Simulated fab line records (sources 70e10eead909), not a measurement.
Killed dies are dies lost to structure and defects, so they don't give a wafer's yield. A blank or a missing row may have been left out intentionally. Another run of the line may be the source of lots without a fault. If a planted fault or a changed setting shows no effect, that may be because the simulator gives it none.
fab line records / flow nand_harc
record lots=6 wafers=18 last_day=24
route steps=1159 shown P_START@1 P_ZERO_WELL@2 END@1159
lots untouched by any fault: they come from a run of this same line in which no faults occurred
start_h: hours from the record's first day to the start of the lot's first wafer shown / wait_h: hours elapsed since this lot's preceding step / " repeats the value in the row above / L1.1+2: a single row standing in for several wafers / - no value, or no start was given / * or withheld: withheld / < > ~ a bound
route shown NAME@n: names a module that has steps shown in the file, with the first one's number in the route / usual: mean/standard deviation taken from wafers without a fault / same: alike in all rows / chamber/n: place in a boat / sites: readings site by site / _std_site: their standard deviation / _edge_site: mean of outer sites minus mean of inner sites / radius_mm: for every site, how far away it sits from the centre of the wafer / mask NAME#n: copy n / behind: the last tool/chamber to shape the wafer / hold: why the lot went on hold/how many hours it stayed there/how the hold came to an end / device: which transistor (n, p or np) failed to switch / end of line: tests run on the same wafers once the route is complete / a step given without rows: its recipe and nothing more / killed: dies lost to structure and defects at the first sort, not the wafer's yield / map: the dies of a wafer, with x for killed, . for not killed, _ for no die there
set.NAME: the run value of the setting; set.NAME@STEP: its run value at that earlier step / model.NAME: the simulator's own value behind a step, which no gauge read
lots seen at some steps along the route; tables by step, rows by wafer
services: the hour from which a tool's chamber was out of use, counted from the record's first day as start_h (under 0 if before that day), plus the number of hours and why
## steps
# step NHARC_P_START_INSPECT_01
# usual raw_defect_count=3.3/1.8
lot.wafer=L968.3 tool=defect_inspect-02 chamber=- start_h=30.04 wait_h=- raw_defect_count=3
lot.wafer=L968.4 tool=defect_inspect-02 chamber=- start_h=30.04 wait_h=- raw_defect_count=6
lot.wafer=L968.5 tool=defect_inspect-02 chamber=- start_h=30.04 wait_h=- raw_defect_count=4
lot.wafer=L969.1 tool=defect_inspect-02 chamber=- start_h=36.04 wait_h=- raw_defect_count=2
lot.wafer=L969.2 tool=defect_inspect-02 chamber=- start_h=36.04 wait_h=- raw_defect_count=6
lot.wafer=L969.5 tool=defect_inspect-02 chamber=- start_h=36.04 wait_h=- raw_defect_count=4
lot.wafer=L979.3 tool=defect_inspect-01 chamber=- start_h=96.04 wait_h=- raw_defect_count=1
lot.wafer=L979.5 tool=defect_inspect-01 chamber=- start_h=96.04 wait_h=- raw_defect_count=5
lot.wafer=L979.6 tool=defect_inspect-01 chamber=- start_h=96.04 wait_h=- raw_defect_count=3
lot.wafer=L980.1 tool=defect_inspect-02 chamber=- start_h=102.04 wait_h=- raw_defect_count=7
lot.wafer=L980.2 tool=defect_inspect-02 chamber=- start_h=102.04 wait_h=- raw_defect_count=2
lot.wafer=L980.4 tool=defect_inspect-02 chamber=- start_h=102.04 wait_h=- raw_defect_count=2
lot.wafer=L981.2 tool=defect_inspect-02 chamber=- start_h=108.04 wait_h=- raw_defect_count=2
lot.wafer=L981.4 tool=defect_inspect-02 chamber=- start_h=108.04 wait_h=- raw_defect_count=3
lot.wafer=L981.6 tool=defect_inspect-02 chamber=- start_h=108.04 wait_h=- raw_defect_count=3
lot.wafer=L983.2 tool=defect_inspect-01 chamber=- start_h=120.04 wait_h=- raw_defect_count=1
lot.wafer=L983.5 tool=defect_inspect-01 chamber=- start_h=120.04 wait_h=- raw_defect_count=2
lot.wafer=L983.6 tool=defect_inspect-01 chamber=- start_h=120.04 wait_h=- raw_defect_count=5
# step NHARC_P_ZERO_WELL_PRECLEAN_00
# recipe time_s=600 temp_c=120 chemistry=SPM
# step NHARC_P_ZERO_WELL_SRD_01
# step NHARC_P_ZERO_WELL_PECVD_02
# recipe target_thk_a=100 temp_c=400 pressure_torr=6.5 rf_w=withheld teos_flow_sccm=withheld flow_sccm=2650 target_thk_nm=10 gas=O2 material=SiO2
# usual chamber_pressure_Torr=6.500/0.013
lot.wafer=L968.3 tool=pecvd-02 chamber=2 start_h=30.55 wait_h=- chamber_pressure_Torr=6.504 since_wet_clean_h=45
lot.wafer=L968.4 tool=pecvd-02 chamber=2 start_h=30.55 wait_h=- chamber_pressure_Torr=6.511 since_wet_clean_h=-
lot.wafer=L968.5 tool=pecvd-02 chamber=0 start_h=30.55 wait_h=- chamber_pressure_Torr=6.490 since_wet_clean_h=-
lot.wafer=L969.2 tool=pecvd-04 chamber=0 start_h=36.51 wait_h=- chamber_pressure_Torr=6.509 since_wet_clean_h=10
lot.wafer=L969.1 tool=pecvd-04 chamber=2 start_h=36.51 wait_h=- chamber_pressure_Torr=6.496 since_wet_clean_h=10
lot.wafer=L969.5 tool=pecvd-04 chamber=1 start_h=36.51 wait_h=- chamber_pressure_Torr=6.511 since_wet_clean_h=-
lot.wafer=L979.3 tool=pecvd-03 chamber=2 start_h=96.48 wait_h=- chamber_pressure_Torr=6.521 since_wet_clean_h=153
lot.wafer=L979.6 tool=pecvd-03 chamber=1 start_h=96.48 wait_h=- chamber_pressure_Torr=6.525 since_wet_clean_h=-
lot.wafer=L979.5 tool=pecvd-03 chamber=2 start_h=96.48 wait_h=- chamber_pressure_Torr=6.497 since_wet_clean_h=-
lot.wafer=L980.2 tool=pecvd-03 chamber=1 start_h=102.51 wait_h=- chamber_pressure_Torr=- since_wet_clean_h=-
lot.wafer=L980.1 tool=pecvd-03 chamber=2 start_h=102.51 wait_h=- chamber_pressure_Torr=- since_wet_clean_h=-
lot.wafer=L980.4 tool=pecvd-03 chamber=0 start_h=102.51 wait_h=- chamber_pressure_Torr=- since_wet_clean_h=-
lot.wafer=L981.2 tool=pecvd-03 chamber=0 start_h=108.59 wait_h=- chamber_pressure_Torr=- since_wet_clean_h=-
lot.wafer=L981.6 tool=pecvd-03 chamber=1 start_h=108.59 wait_h=- chamber_pressure_Torr=- since_wet_clean_h=-
lot.wafer=L981.4 tool=pecvd-03 chamber=0 start_h=108.59 wait_h=- chamber_pressure_Torr=- since_wet_clean_h=-
lot.wafer=L983.2 tool=pecvd-04 chamber=0 start_h=120.52 wait_h=- chamber_pressure_Torr=6.512 since_wet_clean_h=94
lot.wafer=L983.5 tool=pecvd-04 chamber=1 start_h=120.52 wait_h=- chamber_pressure_Torr=6.463 since_wet_clean_h=-
lot.wafer=L983.6 tool=pecvd-04 chamber=2 start_h=120.52 wait_h=- chamber_pressure_Torr=6.496 since_wet_clean_h=-
# step NHARC_P_ZERO_WELL_DEHYDRATE_03
# recipe temp_c=150 time_s=120
# step NHARC_END_SORT_01
# recipe temp_c=25
# usual killed_at_array=29/10 killed_at_other=0.7/1.1 killed_at_periphery=3.3/2.4 killed_dies=33/11 killed_open=3.3/2 killed_short=1.9/1.3
# same gross_dies=677
lot.wafer=L968.3 tool=prober-01 chamber=0 start_h=447.11 wait_h=3.1 killed_at_array=19 killed_at_other=0 killed_at_periphery=2 killed_dies=21 killed_open=2 killed_short=1
lot.wafer=L968.4 tool=prober-01 chamber=0 start_h=447.91 wait_h=3.4 killed_at_array=23 killed_at_other=0 killed_at_periphery=2 killed_dies=25 killed_open=2 killed_short=1
lot.wafer=L968.5 tool=prober-01 chamber=0 start_h=448.70 wait_h=3.7 killed_at_array=15 killed_at_other=0 killed_at_periphery=3 killed_dies=18 killed_open=2 killed_short=0
lot.wafer=L969.1 tool=prober-02 chamber=0 start_h=471.97 wait_h=2.5 killed_at_array=10 killed_at_other=1 killed_at_periphery=4 killed_dies=15 killed_open=1 killed_short=3
lot.wafer=L969.2 tool=prober-02 chamber=0 start_h=472.78 wait_h=2.8 killed_at_array=6 killed_at_other=1 killed_at_periphery=0 killed_dies=7 killed_open=1 killed_short=1
lot.wafer=L969.5 tool=prober-02 chamber=0 start_h=475.22 wait_h=3.8 killed_at_array=13 killed_at_other=1 killed_at_periphery=3 killed_dies=17 killed_open=3 killed_short=1
lot.wafer=L979.3 tool=prober-02 chamber=0 start_h=551.11 wait_h=3.1 killed_at_array=29 killed_at_other=2 killed_at_periphery=8 killed_dies=39 killed_open=2 killed_short=3
lot.wafer=L979.5 tool=prober-02 chamber=0 start_h=552.70 wait_h=3.7 killed_at_array=30 killed_at_other=5 killed_at_periphery=3 killed_dies=38 killed_open=1 killed_short=4
lot.wafer=L979.6 tool=prober-02 chamber=0 start_h=553.50 wait_h=4.0 killed_at_array=26 killed_at_other=0 killed_at_periphery=6 killed_dies=32 killed_open=6 killed_short=0
lot.wafer=L980.1 tool=prober-01 chamber=0 start_h=557.75 wait_h=2.5 killed_at_array=18 killed_at_other=1 killed_at_periphery=7 killed_dies=26 killed_open=3 killed_short=0
lot.wafer=L980.2 tool=prober-01 chamber=0 start_h=558.55 wait_h=2.8 killed_at_array=18 killed_at_other=1 killed_at_periphery=5 killed_dies=24 killed_open=6 killed_short=4
lot.wafer=L980.4 tool=prober-01 chamber=0 start_h=560.16 wait_h=3.4 killed_at_array=11 killed_at_other=1 killed_at_periphery=3 killed_dies=15 killed_open=3 killed_short=1
lot.wafer=L981.2 tool=prober-02 chamber=0 start_h=558.55 wait_h=2.8 killed_at_array=55 killed_at_other=3 killed_at_periphery=3 killed_dies=61 killed_open=2 killed_short=1
lot.wafer=L981.4 tool=prober-02 chamber=0 start_h=560.16 wait_h=3.4 killed_at_array=50 killed_at_other=0 killed_at_periphery=3 killed_dies=53 killed_open=1 killed_short=2
lot.wafer=L981.6 tool=prober-02 chamber=0 start_h=561.76 wait_h=4.0 killed_at_array=49 killed_at_other=1 killed_at_periphery=2 killed_dies=52 killed_open=2 killed_short=3
lot.wafer=L983.2 tool=prober-01 chamber=0 start_h=567.41 wait_h=2.8 killed_at_array=23 killed_at_other=0 killed_at_periphery=2 killed_dies=25 killed_open=1 killed_short=1
lot.wafer=L983.5 tool=prober-01 chamber=0 start_h=569.80 wait_h=3.7 killed_at_array=32 killed_at_other=2 killed_at_periphery=3 killed_dies=37 killed_open=3 killed_short=2
# killed by level:class
L968.3 A_SLIT:chamber_film_flake=9 A_CHANNEL_HOLE_D1:chamber_film_flake=3 A_CHANNEL_FILL_D1:chamber_film_flake=2 A_CONTACT:chamber_film_flake=2 P_M1:geometric_particle:open=1 A_M0:geometric_particle:open=1 A_M1:geometric_particle:short=1 P_GATE:chamber_film_flake=1
L968.4 A_SLIT:chamber_film_flake=14 A_CHANNEL_HOLE_D1:chamber_film_flake=3 A_BLC:geometric_particle:open=2 A_CHANNEL_FILL_D1:chamber_film_flake=2 A_ONON_D1:geometric_particle:short=1 P_GATE:chamber_film_flake=1 P_M2:chamber_film_flake=1 A_STAIRCASE:chamber_film_flake=1
L968.5 A_SLIT:chamber_film_flake=8 A_CONTACT:chamber_film_flake=3 P_M0:geometric_particle:open=1 A_CHANNEL_FILL_D1:geometric_particle:open=1 P_STI:chamber_film_flake=1 P_GATE:chamber_film_flake=1 A_CHANNEL_HOLE_D1:chamber_film_flake=1 A_CHANNEL_FILL_D1:chamber_film_flake=1
L969.1 A_STAIRCASE:chamber_film_flake=3 P_CONTACT:geometric_particle:short=2 A_CONTACT:chamber_film_flake=2 P_CONTACT:geometric_particle:open=1 A_ONON_D1:geometric_particle:short=1 A_BLC:chamber_film_flake=1 P_M1:chamber_film_flake=1 A_ZERO_WELL:chamber_film_flake=1
L969.2 A_CONTACT:chamber_film_flake=2 A_CONTACT:geometric_particle:open=1 A_M1:geometric_particle:short=1 A_CHANNEL_HOLE_D1:chamber_film_flake=1 A_CHANNEL_FILL_D1:chamber_film_flake=1 THIN_TSV:chamber_film_flake=1
L969.5 A_CHANNEL_HOLE_D1:chamber_film_flake=3 A_STAIRCASE:chamber_film_flake=3 P_GATE:chamber_film_flake=2 A_CONTACT:chamber_film_flake=2 A_BLC:chamber_film_flake=2 P_CONTACT:geometric_particle:open=1 A_ONON_D1:geometric_particle:open=1 A_CONTACT:geometric_particle:open=1
L979.3 A_CHANNEL_HOLE_D1:chamber_film_flake=23 P_GATE:chamber_film_flake=2 P_CONTACT:chamber_film_flake=2 A_STAIRCASE:chamber_film_flake=2 THIN_TSV:chamber_film_flake=2 P_GATE:geometric_particle:open=1 P_CONTACT:geometric_particle:short=1 P_CONTACT:geometric_particle:open=1
L979.5 A_CHANNEL_HOLE_D1:chamber_film_flake=16 A_STAIRCASE:chamber_film_flake=6 THIN_TSV:chamber_film_flake=5 A_CONTACT:chamber_film_flake=3 A_M1:geometric_particle:short=2 P_GATE:chamber_film_flake=2 A_ONON_D1:geometric_particle:short=1 A_CHANNEL_FILL_D1:geometric_particle:short=1
L979.6 A_CHANNEL_HOLE_D1:chamber_film_flake=14 A_CONTACT:chamber_film_flake=5 A_ONON_D1:geometric_particle:open=2 P_M1:chamber_film_flake=2 A_ZERO_WELL:chamber_film_flake=2 P_GATE:geometric_particle:open=1 P_M1:geometric_particle:open=1 A_M0:geometric_particle:open=1
L980.1 A_CHANNEL_HOLE_D1:chamber_film_flake=9 A_CONTACT:chamber_film_flake=5 P_GATE:chamber_film_flake=3 P_GATE:geometric_particle:open=1 A_SOURCE_PLATE:geometric_particle:open=1 A_CONTACT:geometric_particle:open=1 P_STI:chamber_film_flake=1 P_M1:chamber_film_flake=1
L980.2 A_CHANNEL_HOLE_D1:chamber_film_flake=4 P_M2:chamber_film_flake=3 A_CONTACT:chamber_film_flake=3 A_WL_FILL:geometric_particle:short=2 A_SGD_CUT:chamber_film_flake=2 P_M0:geometric_particle:open=1 P_M1:geometric_particle:open=1 A_CHANNEL_HOLE_D1:geometric_particle:short=1
L981.2 A_CHANNEL_HOLE_D1:chamber_film_flake=30 A_SLIT:chamber_film_flake=17 A_CONTACT:chamber_film_flake=3 THIN_TSV:chamber_film_flake=3 P_M2:chamber_film_flake=2 A_STAIRCASE:chamber_film_flake=2 P_M0:geometric_particle:open=1 A_CHANNEL_HOLE_D1:geometric_particle:short=1
L981.4 A_CHANNEL_HOLE_D1:chamber_film_flake=25 A_SLIT:chamber_film_flake=15 A_CONTACT:chamber_film_flake=7 P_M0:geometric_particle:open=1 A_CHANNEL_FILL_D1:geometric_particle:short=1 A_M0:geometric_particle:short=1 P_STI:chamber_film_flake=1 P_M2:chamber_film_flake=1
L980.4 A_CHANNEL_HOLE_D1:chamber_film_flake=5 A_CONTACT:chamber_film_flake=2 A_CHANNEL_FILL_D1:geometric_particle:short=1 A_CHANNEL_FILL_D1:geometric_particle:open=1 A_SGD_CUT:geometric_particle:open=1 A_M0:geometric_particle:open=1 P_STI:chamber_film_flake=1 P_GATE:chamber_film_flake=1
L981.6 A_SLIT:chamber_film_flake=21 A_CHANNEL_HOLE_D1:chamber_film_flake=17 A_CONTACT:chamber_film_flake=5 P_M0:geometric_particle:short=1 A_ONON_D1:geometric_particle:short=1 A_WL_FILL:geometric_particle:short=1 A_CONTACT:geometric_particle:open=1 A_BLC:geometric_particle:open=1
L983.2 A_CHANNEL_HOLE_D1:chamber_film_flake=17 A_STAIRCASE:chamber_film_flake=2 A_CONTACT:chamber_film_flake=2 A_CONTACT:geometric_particle:open=1 A_BLC:geometric_particle:short=1 P_ZERO_WELL:chamber_film_flake=1 P_GATE:chamber_film_flake=1
L983.5 A_CHANNEL_HOLE_D1:chamber_film_flake=26 P_GATE:chamber_film_flake=2 A_CONTACT:chamber_film_flake=2 THIN_TSV:chamber_film_flake=2 P_M0:geometric_particle:open=1 A_CHANNEL_HOLE_D1:geometric_particle:short=1 A_CHANNEL_FILL_D1:geometric_particle:open=1 A_CONTACT:geometric_particle:short=1
## services
tool=pecvd-04 chamber=0 start_h=7.46 hours=8.8 kind=repair
tool=pecvd-04 chamber=- start_h=14.00 hours=13.0 kind=pm
tool=pecvd-04 chamber=1 start_h=14.00 hours=13.0 kind=vent_cycle
tool=pecvd-04 chamber=2 start_h=14.00 hours=13.0 kind=vent_cycle
tool=pecvd-03 chamber=2 start_h=21.62 hours=17.0 kind=repair
tool=pecvd-02 chamber=- start_h=23.86 hours=0.8 kind=repair
tool=pecvd-04 chamber=0 start_h=27.00 hours=- kind=clean
tool=pecvd-04 chamber=1 start_h=27.00 hours=- kind=clean
tool=pecvd-04 chamber=2 start_h=27.00 hours=- kind=clean
tool=pecvd-03 chamber=- start_h=111.15 hours=13.0 kind=pm
tool=pecvd-03 chamber=0 start_h=111.15 hours=13.0 kind=vent_cycle
tool=pecvd-03 chamber=1 start_h=111.15 hours=13.0 kind=vent_cycle
tool=pecvd-03 chamber=2 start_h=111.15 hours=13.0 kind=vent_cycle
## key
first_sign step=NHARC_P_ZERO_WELL_PECVD_02 reading=tool_record direction=missing
effect none on later readings
met_at NHARC_P_ZERO_WELL_PECVD_02
struck_wafers L980.1,L980.2,L980.4,L981.2,L981.4,L981.6
tester_left_out L980,L981
onset_between 96.48 102.51
fault kind=skipped_step_whole tool=pecvd-03 chamber=- onset_h=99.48 steps=NHARC_P_ZERO_WELL_PECVD_02 scope=struck_lots_only
# tester_left_out: of these lots the tester's yield and bins aren't shown, on N5 and GAA mostly nor the transistor test; their killed dies are dies lost to structure and defects alone, not to doping, threshold or leakage, so they don't give the yield
